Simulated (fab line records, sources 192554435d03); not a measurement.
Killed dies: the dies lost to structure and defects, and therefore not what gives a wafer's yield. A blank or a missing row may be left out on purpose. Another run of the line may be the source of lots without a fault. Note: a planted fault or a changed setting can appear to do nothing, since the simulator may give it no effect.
Split-lot trial    flow n5-finfet    39 wafers read across 7 lots, on a route 1938 steps long

THE SPLIT
At N5_FIN_SAQP_HM_DEP_72 (deposits SiO2 from SiH4/N2O, target thk 12 nm, time 7.2 s), the setting time-s was moved away from the recipe's 7.2 s on 12 of the 39 wafers read, by -11.1% to +14.8%. This setting was run at the recipe's value on the other wafers.

FROM THE SPLIT TO THE READING: what the file shows between them, 4 steps
- N5_FIN_SAQP_COAT_49: time 60 s, resist thk 100 nm
- N5_FIN_SAQP_COAT_50: time 60 s, resist thk 35 nm
- N5_FIN_SAQP_ETCH_52: etches SOC in N2/H2, target depth 100 nm, overetch 20 nm, time 150 s
- N5_FIN_SAQP_STRIP_53: strips in N2/H2

THE READING
etch.depth-nm (the simulator's own value, which no gauge read), in nm, at N5_FIN_SAQP_HM_OPEN_73 (chemistry CHF3/O2, target SiO2, stops on a-Si, target depth 12 nm, time 16.8 s). The file does not state a usual value for it. The 27 wafers here that ran the recipe average 11.82 nm, standard deviation 0.24 nm.

wafer   tool, chamber at the split  time-s as run, s  against the recipe  etch.depth-nm, nm  against lot-mates on the recipe
L074.3  pecvd-01, 0                 7.2               recipe              11.79              -
L074.5  pecvd-01, 1                 7.2               recipe              11.89              -
L074.6  pecvd-01, 0                 7.2               recipe              12.07              -
L078.1  pecvd-02, 1                 7.2               recipe              11.42              -
L078.2  pecvd-02, 0                 7.2               recipe              11.54              -
L078.3  pecvd-02, 0                 7.2               recipe              11.85              -
L078.4  pecvd-02, 1                 7.2               recipe              11.56              -
L078.5  pecvd-02, 0                 7.2               recipe              11.77              -
L078.6  pecvd-02, 1                 7.2               recipe              11.59              -
L080.1  pecvd-01, 0                 7.2               recipe              11.58              -
L080.2  pecvd-01, 1                 7.2               recipe              11.52              -
L080.3  pecvd-01, 2                 6.849             -4.9%               11.17              -0.50
L080.4  pecvd-01, 0                 7.2               recipe              11.9               -
L080.5  pecvd-01, 2                 6.849             -4.9%               11.28              -0.39
L080.6  pecvd-01, 1                 6.849             -4.9%               11.15              -0.52
L081.1  pecvd-04, 1                 6.404             -11.1%              10.77              -1.45
L081.2  pecvd-04, 2                 7.2               recipe              12.23              -
L081.3  pecvd-04, 2                 7.2               recipe              12.27              -
L081.4  pecvd-04, 1                 6.404             -11.1%              10.81              -1.41
L081.5  pecvd-04, 1                 6.404             -11.1%              10.68              -1.54
L081.6  pecvd-04, 2                 7.2               recipe              12.16              -
L083.1  pecvd-04, 1                 8.265             +14.8%              13.45              +1.45
L083.2  pecvd-04, 2                 7.2               recipe              11.84              -
L083.3  pecvd-04, 0                 8.265             +14.8%              14.01              +2.01
L083.4  pecvd-04, 0                 7.2               recipe              12.03              -
L083.5  pecvd-04, 1                 8.265             +14.8%              13.74              +1.74
L083.6  pecvd-04, 2                 7.2               recipe              12.12              -
L086.1  pecvd-02, 1                 7.2               recipe              11.47              -
L086.2  pecvd-02, 2                 7.2               recipe              11.64              -
L086.3  pecvd-02, 1                 7.2               recipe              11.69              -
L086.4  pecvd-02, 2                 7.2               recipe              11.93              -
L086.5  pecvd-02, 1                 7.2               recipe              11.52              -
L086.6  pecvd-02, 2                 7.2               recipe              11.83              -
L095.1  pecvd-04, 1                 7.2               recipe              11.84              -
L095.2  pecvd-04, 0                 7.913             +9.9%               13.44              +1.50
L095.3  pecvd-04, 2                 7.913             +9.9%               13.18              +1.24
L095.4  pecvd-04, 0                 7.913             +9.9%               13.54              +1.60
L095.5  pecvd-04, 2                 7.2               recipe              12.03              -
L095.6  pecvd-04, 1                 7.2               recipe              11.96              -

FIT RESULTS
A straight line over all 39 wafers: etch.depth-nm changes by +0.126 nm for each +1% of time-s; r = +0.95; the points scatter about the line by 0.25 nm.
The same after taking each lot's own level away (the mean of its wafers on the recipe; 39 wafers): +0.126 nm for each +1%; r = +0.98; scatter 0.16 nm.
That fit puts the effect of the largest move of time-s on the reading at 1.9 nm.
Measured against the standard deviation above, the lots' own levels, which go from 11.622 to 12.220 nm, span 2.5 times it.
The two slopes are in agreement: the lot-to-lot level therefore moves the slope only a little.
Check: with one of the wafers moved furthest among these (+14.8%) left out of the fit, the line predicts +1.96 nm for it against its lot-mates. It came out at +1.45 nm against them.

THE WHOLE CHAIN: every reading that the file lists as answering this split, in the file's order
step                    what it does                                                                    reading                                                                             change (the file's fit)                r (the file's)
N5_FIN_SAQP_HM_DEP_72   deposits SiO2 from SiH4/N2O, target thk 12 nm, time 7.2 s                       SiO2_of_FIN_SAQP_HM_DEP_72.thk-nm (the simulator's own value, which no gauge read)  +0.126 nm for each +1% of the setting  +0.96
N5_FIN_SAQP_HM_OPEN_73  chemistry CHF3/O2, target SiO2, stops on a-Si, target depth 12 nm, time 16.8 s  etch.depth-nm (the simulator's own value, which no gauge read)                      +0.126 nm for each +1% of the setting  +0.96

THE FILE'S OWN FIT
etch.depth-nm changes by +0.126 nm for each +1% of time-s, r = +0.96.
